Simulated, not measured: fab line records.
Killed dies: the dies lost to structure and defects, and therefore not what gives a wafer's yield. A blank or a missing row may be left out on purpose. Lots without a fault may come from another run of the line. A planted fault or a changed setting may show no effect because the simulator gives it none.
Chamber matching -- flow n5 finfet -- rie diel-04 running N5_BEOL_M8_ETCH_72: 4 sister chambers
The step etches underlayer in N2/H2, target depth 6.5 nm, time 5.2 s. 20 wafers are shown with their chamber, then 10 later ones without.

WAFERS PAIRED WITH THEIR CHAMBERS
wafer,chamber,drypump motor current A (A),throttle valve pct (%),showerhead plenum p Torr (Torr)
L074.2,0,6.3,17.43,2.48
L074.4,1,6.3,17.77,2.59
L074.6,1,6.3,17.77,2.59
L075.1,1,6.3,17.76,2.58
L075.2,3,5.3,17.44,2.47
L075.3,2,6.4,18.25,2.41
L075.4,0,6.3,17.44,2.48
L075.5,2,6.3,18.26,2.41
L075.6,1,6.3,17.77,2.58
L084.1,0,6.3,17.47,2.47
L084.2,1,6.3,17.79,2.58
L084.4,2,6.3,18.28,2.40
L088.2,3,5.3,17.50,2.46
L088.3,2,6.3,18.33,2.39
L088.5,0,6.3,17.50,2.47
L094.3,0,6.3,17.52,2.47
L094.4,3,5.3,17.46,2.46
L094.5,2,6.3,18.30,2.39
L090.1,1,6.3,17.87,2.57
L090.2,3,5.3,17.50,2.46

SIGNATURES (averages over the wafers above)
reading,chamber 0,chamber 1,chamber 2,chamber 3,scatter within a chamber
drypump motor current A,6.300,6.300,6.320,5.300,0.0224
throttle valve pct,17.4720,17.7883,18.2840,17.4750,0.0364
showerhead plenum p Torr,2.4740,2.5817,2.4000,2.4625,0.00741
Rule: a wafer's distance from a chamber is the root of the sum, over the readings, of the square of ((its reading less the chamber's mean) divided by the reading's scatter). If the next closest chamber is less than 2 further off than the closest, the wafer can't be placed; otherwise it belongs to the closest. The scatter: take each reading less its chamber's mean, square it, sum over the shown wafers, divide by the number of wafers less the number of chambers, and take the root.

WAFERS WHOSE CHAMBER IS MISSING
wafer,drypump motor current A (A),throttle valve pct (%),showerhead plenum p Torr (Torr)
L090.3,6.3,18.29,2.39
L090.4,6.3,17.50,2.47
L090.5,6.3,17.84,2.57
L090.6,6.3,17.50,2.47
L089.3,6.3,17.52,2.47
L089.5,6.3,17.85,2.57
L089.6,5.3,17.52,2.46
L091.1,5.3,17.50,2.46
L091.2,6.3,17.87,2.57
L091.3,6.3,17.53,2.46

WHICH CHAMBER EACH WENT THROUGH
wafer,from the rows above,in truth
L090.3,2,2
L090.4,0,0
L090.5,1,1
L090.6,0,0
L089.3,0,0
L089.5,1,1
L089.6,3,3
L091.1,3,3
L091.2,1,1
L091.3,0,0
10 of 10 placed correctly. Number that these rows cannot place: 0. Wrongly placed: 0.
